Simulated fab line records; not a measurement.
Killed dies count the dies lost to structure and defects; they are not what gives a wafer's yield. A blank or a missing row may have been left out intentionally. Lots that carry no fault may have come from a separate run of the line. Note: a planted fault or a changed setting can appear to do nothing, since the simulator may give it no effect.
The tool behind it: which one? | flow n5_finfet | 24 lots, 72 wafers sampled, at 6 steps of a route of 1938

WHAT THE GAUGES SHOWED, per wafer
N5_SD_EPI_N_CD_MEAS_09: target cd 120 nm.
lot  | measured    | on        | cd_nm (nm)
L074 | day 3 04:19 | cd_sem-01 | 120.2 121.4 120.4
L075 | day 3 08:37 | cd_sem-03 | 120.5 119.8 119.3
L076 | day 3 13:35 | cd_sem-03 | 119.4 119.5 119.7
L077 | day 3 18:36 | cd_sem-03 | 121.1 120.0 120.7
L078 | day 4 06:48 | cd_sem-03 | 120.5 120.2 119.9
L079 | day 4 10:46 | cd_sem-01 | 120.4 120.5 119.7
L080 | day 4 14:59 | cd_sem-02 | 120.2 121.7 121.0
L081 | day 4 20:19 | cd_sem-02 | 120.6 120.2 120.7
L082 | day 4 23:48 | cd_sem-02 | 120.3 120.9 119.9
L083 | day 5 05:11 | cd_sem-02 | 120.2 120.3 120.4
L084 | day 5 13:59 | cd_sem-02 | 120.3 120.4 120.4
L085 | day 5 18:52 | cd_sem-01 | 120.2 119.6 118.9
L086 | day 6 05:53 | cd_sem-02 | 121.0 120.7 120.5
L087 | day 6 10:54 | cd_sem-01 | 120.0 119.8 119.7
L088 | day 6 16:30 | cd_sem-01 | 120.4 119.9 120.5
L089 | day 6 22:32 | cd_sem-02 | 120.1 120.7 120.1
L090 | day 7 00:14 | cd_sem-01 | 120.4 119.5 120.1
L091 | day 7 07:02 | cd_sem-03 | 121.1 121.3 119.4
L092 | day 7 11:33 | cd_sem-03 | 119.0 120.5 119.6
L093 | day 7 19:47 | cd_sem-03 | 120.3 120.4 119.9
L094 | day 7 23:47 | cd_sem-03 | 119.7 120.5 119.5
L095 | day 8 08:20 | cd_sem-01 | 119.6 120.2 119.9
L096 | day 8 13:34 | cd_sem-03 | 120.1 119.3 120.2
L097 | day 8 21:46 | cd_sem-03 | 119.1 118.9 120.2

N5_SD_EPI_N_OVL_MEAS_10.
lot  | measured    | on         | SD_N_BLK_OVL (nm)
L074 | day 3 04:20 | overlay-02 | 0.1 0.3 0.3
L075 | day 3 08:39 | overlay-01 | 0.3 0.7 -0.4
L076 | day 3 13:37 | overlay-02 | 0.5 -0.3 0.5
L077 | day 3 18:38 | overlay-01 | -0.7 -0.5 1.4
L078 | day 4 06:49 | overlay-02 | -1.1 -0.4 0.3
L079 | day 4 10:47 | overlay-01 | -0.2 0.1 -0.5
L080 | day 4 15:01 | overlay-01 | 0.1 0.5 -0.2
L081 | day 4 20:20 | overlay-02 | -2.2 -0.8 0.1
L082 | day 4 23:50 | overlay-01 | 1.2 -1.1 0.5
L083 | day 5 05:13 | overlay-02 | 0.0 -0.8 -1.0
L084 | day 5 14:01 | overlay-02 | -0.1 -0.5 0.3
L085 | day 5 18:53 | overlay-02 | -1.4 -0.1 0.3
L086 | day 6 05:55 | overlay-02 | -0.7 -0.6 -0.6
L087 | day 6 10:56 | overlay-01 | -1.1 -0.5 -0.8
L088 | day 6 16:31 | overlay-01 | -0.5 0.5 -0.6
L089 | day 6 22:34 | overlay-02 | 0.5 -1.0 -0.3
L090 | day 7 00:16 | overlay-01 | 0.1 -0.3 -0.1
L091 | day 7 07:04 | overlay-01 | -0.7 -0.3 -0.2
L092 | day 7 11:34 | overlay-01 | 0.1 1.5 0.0
L093 | day 7 19:49 | overlay-01 | 0.3 0.1 0.0
L094 | day 7 23:49 | overlay-02 | -0.9 -0.5 0.4
L095 | day 8 08:22 | overlay-02 | -1.4 -0.3 -1.2
L096 | day 8 13:36 | overlay-01 | -1.4 -0.4 -1.0
L097 | day 8 21:48 | overlay-01 | -0.4 -0.4 -0.7

N5_SD_EPI_N_INSPECT_26: inspects for defects (darkfield).
lot  | measured    | on                | raw_defect_count
L074 | day 3 08:25 | defect_inspect-02 | 244 230 226
L075 | day 3 12:46 | defect_inspect-02 | 178 207 217
L076 | day 3 17:37 | defect_inspect-02 | 219 213 210
L077 | day 3 23:33 | defect_inspect-01 | 177 171 163
L078 | day 4 10:52 | defect_inspect-01 | 190 174 118
L079 | day 4 14:49 | defect_inspect-02 | 200 167 197
L080 | day 4 19:18 | defect_inspect-02 | 220 172 190
L081 | day 5 00:35 | defect_inspect-02 | 174 277 238
L082 | day 5 04:05 | defect_inspect-01 | 225 265 220
L083 | day 5 10:04 | defect_inspect-02 | 181 233 184
L084 | day 5 20:26 | defect_inspect-01 | 238 177 248
L085 | day 5 22:53 | defect_inspect-01 | 223 216 193
L086 | day 6 11:44 | defect_inspect-02 | 175 212 222
L087 | day 6 15:43 | defect_inspect-01 | 261 238 222
L088 | day 6 20:56 | defect_inspect-02 | 271 277 252
L089 | day 7 04:22 | defect_inspect-01 | 209 190 260
L090 | day 7 04:41 | defect_inspect-02 | 181 222 228
L091 | day 7 12:49 | defect_inspect-01 | 232 198 185
L092 | day 7 15:55 | defect_inspect-02 | 311 244 303
L093 | day 8 00:55 | defect_inspect-02 | 237 185 183
L094 | day 8 04:51 | defect_inspect-01 | 218 276 232
L095 | day 8 12:38 | defect_inspect-01 | 254 184 208
L096 | day 8 17:37 | defect_inspect-02 | 196 211 217
L097 | day 9 02:36 | defect_inspect-01 | 172 134 154

N5_SD_EPI_P_INSPECT_11: inspects for defects (macro).
lot  | measured    | on                | raw_defect_count
L074 | day 3 08:52 | defect_inspect-02 | 5 4 3
L075 | day 3 13:14 | defect_inspect-02 | 2 0 2
L076 | day 3 17:56 | defect_inspect-02 | 1 0 3
L077 | day 4 00:01 | defect_inspect-02 | 1 2 1
L078 | day 4 11:12 | defect_inspect-01 | 0 2 1
L079 | day 4 15:09 | defect_inspect-01 | 1 1 2
L080 | day 4 19:46 | defect_inspect-02 | 1 3 3
L081 | day 5 01:03 | defect_inspect-02 | 2 3 0
L082 | day 5 04:25 | defect_inspect-01 | 2 2 0
L083 | day 5 10:31 | defect_inspect-02 | 5 4 4
L084 | day 5 20:53 | defect_inspect-02 | 4 3 0
L085 | day 5 23:13 | defect_inspect-02 | 2 1 4
L086 | day 6 12:11 | defect_inspect-02 | 1 5 0
L087 | day 6 16:02 | defect_inspect-01 | 3 3 2
L088 | day 6 21:23 | defect_inspect-02 | 1 3 3
L089 | day 7 04:49 | defect_inspect-02 | 1 2 2
L090 | day 7 05:08 | defect_inspect-01 | 1 1 2
L091 | day 7 13:08 | defect_inspect-02 | 1 0 1
L092 | day 7 16:22 | defect_inspect-02 | 4 3 0
L093 | day 8 01:22 | defect_inspect-02 | 3 2 0
L094 | day 8 05:18 | defect_inspect-01 | 0 1 2
L095 | day 8 13:05 | defect_inspect-02 | 0 2 1
L096 | day 8 17:56 | defect_inspect-01 | 7 4 2
L097 | day 9 03:03 | defect_inspect-02 | 2 3 1

EACH LOT AND THE TOOL THAT RAN IT (in order: tool; ch and the chambers of the sampled wafers; start)
lot  | N5_DUMMY_GATE_STRIP_48            | N5_SD_EPI_N_ETCHBACK_44
L074 | rie_diel-05 ch 1,2,3, day 3 03:14 | rie_diel-02 ch 1,3, day 3 04:49
L075 | rie_diel-03 ch 0,1,2, day 3 07:26 | rie_diel-02 ch 0,1,3, day 3 09:07
L076 | rie_diel-03 ch 1,2,3, day 3 11:00 | rie_diel-06 ch 0,2,3, day 3 14:05
L077 | rie_diel-04 ch 2,3, day 3 16:19   | rie_diel-02 ch 0,2,3, day 3 19:07
L078 | rie_diel-03 ch 0,2,3, day 4 05:44 | rie_diel-01 ch 0,2,3, day 4 07:18
L079 | rie_diel-05 ch 1,2,3, day 4 09:41 | rie_diel-02 ch 0,2, day 4 11:17
L080 | rie_diel-04 ch 0,1, day 4 13:04   | rie_diel-02 ch 0,1,2, day 4 15:46
L081 | rie_diel-05 ch 1,2, day 4 19:07   | rie_diel-06 ch 0,3, day 4 21:04
L082 | rie_diel-04 ch 1,2, day 4 22:04   | rie_diel-01 ch 0,3, day 5 00:19
L083 | rie_diel-05 ch 2,3, day 5 03:40   | rie_diel-06 ch 2,3, day 5 05:53
L084 | rie_diel-03 ch 0,3, day 5 12:55   | rie_diel-01 ch 0,2,3, day 5 14:37
L085 | rie_diel-03 ch 1,2, day 5 17:48   | rie_diel-02 ch 0,1,2, day 5 19:22
L086 | rie_diel-05 ch 0,1,3, day 6 04:50 | rie_diel-01 ch 0,1,2, day 6 06:23
L087 | rie_diel-04 ch 0,1, day 6 09:16   | rie_diel-02 ch 1,2,3, day 6 11:26
L088 | rie_diel-03 ch 0,1,3, day 6 15:18 | rie_diel-06 ch 0,1,3, day 6 17:01
L089 | rie_diel-05 ch 1,2,3, day 6 16:41 | rie_diel-02 ch 0,1,3, day 6 23:38
L090 | rie_diel-05 ch 0,1,2, day 6 23:01 | rie_diel-01 ch 0,2, day 7 00:52
L091 | rie_diel-04 ch 0,2,3, day 7 05:51 | rie_diel-01 ch 0,1, day 7 07:33
L092 | rie_diel-05 ch 0,2,3, day 7 10:21 | rie_diel-01 ch 1,2,3, day 7 12:03
L093 | rie_diel-04 ch 0,1,2, day 7 17:35 | rie_diel-02 ch 2,3, day 7 20:17
L094 | rie_diel-04 ch 0,1, day 7 22:35   | rie_diel-01 ch 0,1,3, day 8 00:33
L095 | rie_diel-05 ch 1,2, day 8 06:51   | rie_diel-01 ch 2,3, day 8 08:50
L096 | rie_diel-05 ch 0,1,3, day 8 11:47 | rie_diel-01 ch 0,3, day 8 14:05
L097 | rie_diel-03 ch 0,3, day 8 20:29   | rie_diel-01 ch 1,3, day 8 22:16
- N5_DUMMY_GATE_STRIP_48: strips in N2/H2, time 20 s.
- N5_SD_EPI_N_ETCHBACK_44: etches SiNx in CH3F/O2, stops on SiO2, target depth 14.5 nm.

WHAT THE TOOLS THEMSELVES READ (means of the sampled wafers that have a number; where no wafer has one, the mark that the record gives instead)
N5_DUMMY_GATE_STRIP_48.
lot  | tool        | drypump_motor_current_A (A) | oes_product_au (a.u.) | rf_vpp_V (V) | showerhead_plenum_p_Torr (Torr) | throttle_valve_pct (%)
L074 | rie_diel-05 | 5.6                         | 0.76                  | 45.0         | 3.36                            | 12.36
L075 | rie_diel-03 | 5.7                         | 0.76                  | 45.3         | 3.38                            | 12.34
L076 | rie_diel-03 | 6.2                         | 0.73                  | 44.7         | 3.40                            | 12.41
L077 | rie_diel-04 | 5.0                         | 0.77                  | 46.7         | 3.41                            | 12.21
L078 | rie_diel-03 | 5.8                         | 0.74                  | 45.5         | 3.35                            | 12.44
L079 | rie_diel-05 | 5.6                         | 0.85                  | 45.7         | 3.35                            | 12.16
L080 | rie_diel-04 | 5.2                         | 0.77                  | 45.7         | 3.44                            | 12.13
L081 | rie_diel-05 | 5.4                         | 0.82                  | 45.5         | 3.44                            | 12.30
L082 | rie_diel-04 | 5.0                         | 0.76                  | 45.4         | 3.41                            | 12.40
L083 | rie_diel-05 | 5.5                         | 0.77                  | 44.1         | 3.22                            | 12.35
L084 | rie_diel-03 | 5.4                         | 0.76                  | 46.3         | 3.28                            | 12.52
L085 | rie_diel-03 | 6.1                         | 0.72                  | 45.2         | 3.44                            | 12.32
L086 | rie_diel-05 | 5.8                         | 0.89                  | 45.1         | 3.48                            | 11.98
L087 | rie_diel-04 | 5.2                         | 0.76                  | 45.2         | 3.44                            | 12.15
L088 | rie_diel-03 | 5.7                         | 0.73                  | 44.3         | 3.31                            | 12.51
L089 | rie_diel-05 | 5.6                         | 0.93                  | 45.6         | 3.48                            | 12.00
L090 | rie_diel-05 | 5.5                         | 0.89                  | 46.2         | 3.57                            | 12.08
L091 | rie_diel-04 | 5.1                         | 0.74                  | 45.5         | 3.36                            | 12.17
L092 | rie_diel-05 | 5.7                         | 0.91                  | 45.8         | 3.48                            | 11.95
L093 | rie_diel-04 | 5.1                         | 0.74                  | 45.3         | 3.37                            | 12.26
L094 | rie_diel-04 | 5.1                         | 0.75                  | 45.0         | 3.46                            | 12.37
L095 | rie_diel-05 | 5.4                         | 0.88                  | 45.5         | 3.56                            | 12.15
L096 | rie_diel-05 | 5.8                         | 0.85                  | 46.0         | 3.47                            | 12.01
L097 | rie_diel-03 | 5.8                         | 0.90                  | 44.6         | 3.28                            | 12.20

N5_SD_EPI_N_ETCHBACK_44.
lot  | tool        | CH3F_flow_sccm (sccm) | drypump_motor_current_A (A) | oes_product_au (a.u.) | rf_vpp_V (V) | showerhead_plenum_p_Torr (Torr) | throttle_valve_pct (%)
L074 | rie_diel-02 | 30.03                 | 5.2                         | 0.68                  | 298          | 2.04                            | 16.41
L075 | rie_diel-02 | 29.98                 | 5.5                         | 0.67                  | 297          | 2.02                            | 16.41
L076 | rie_diel-06 | 29.97                 | 5.4                         | 0.65                  | 293          | 2.04                            | 16.51
L077 | rie_diel-02 | 30.02                 | 5.5                         | 0.65                  | 301          | 1.98                            | 16.58
L078 | rie_diel-01 | 30.06                 | 5.7                         | 0.70                  | 298          | 2.02                            | 16.42
L079 | rie_diel-02 | 30.03                 | 5.6                         | 0.65                  | 301          | 1.92                            | 16.60
L080 | rie_diel-02 | 30.01                 | 5.5                         | 0.66                  | 296          | 1.95                            | 16.43
L081 | rie_diel-06 | 30.08                 | 5.7                         | 0.66                  | 290          | 1.98                            | 16.51
L082 | rie_diel-01 | 30.00                 | 5.7                         | 0.70                  | 300          | 2.03                            | 16.43
L083 | rie_diel-06 | 30.00                 | 5.6                         | 0.65                  | 291          | 1.98                            | 16.47
L084 | rie_diel-01 | 30.06                 | 5.7                         | 0.70                  | 298          | 2.02                            | 16.45
L085 | rie_diel-02 | 29.99                 | 5.6                         | 0.65                  | 296          | 1.95                            | 16.47
L086 | rie_diel-01 | 29.98                 | 5.7                         | 0.74                  | 299          | 2.03                            | 16.34
L087 | rie_diel-02 | 30.08                 | 5.2                         | 0.64                  | 302          | 2.00                            | 16.62
L088 | rie_diel-06 | 29.97                 | 5.4                         | 0.62                  | 294          | 2.00                            | 16.58
L089 | rie_diel-02 | 30.00                 | 5.5                         | 0.66                  | 298          | 2.01                            | 16.45
L090 | rie_diel-01 | 29.95                 | 5.7                         | 0.71                  | 297          | 2.03                            | 16.41
L091 | rie_diel-01 | 30.00                 | 5.7                         | 0.77                  | 303          | 2.04                            | 16.29
L092 | rie_diel-01 | 29.94                 | 5.7                         | 0.70                  | 299          | 2.02                            | 16.41
L093 | rie_diel-02 | 30.06                 | 5.2                         | 0.62                  | 306          | 1.96                            | 16.81
L094 | rie_diel-01 | 29.96                 | 5.7                         | 0.71                  | 302          | 2.02                            | 16.42
L095 | rie_diel-01 | 29.89                 | 5.6                         | 0.66                  | 295          | 2.00                            | 16.49
L096 | rie_diel-01 | 30.13                 | 5.7                         | 0.65                  | 301          | 2.00                            | 16.55
L097 | rie_diel-01 | 30.05                 | 5.7                         | 0.67                  | 301          | 2.01                            | 16.49

THE ANSWER, worked out from the rows above alone
Rule: usual is defined by the lots themselves. The widest of any qualifying gaps counts: lots, ordered by their means at a reading, are off when they make up no more than a third of the lots, leave a main group of 4 or more, and stand apart from it by 3 or more times the standard deviation of that group's means. The tables above print the reading to a certain number of digits; a main group whose means all agree to those digits is not used. A lot without any number at a reading at which 4 lots or more have one is off too. Where the step has rows for the other lots, those lots are counted as sound. After the gauges, taken in route order, come the tools' own readings; for these a lot's mean is taken, as printed above. At the first step where some lot is off, the reading lying furthest off is the one used; lots without a number count as furthest.
Nothing can be told from this: no lot is off at any reading shown.

WHAT WAS PUT IN BY THE SIMULATOR
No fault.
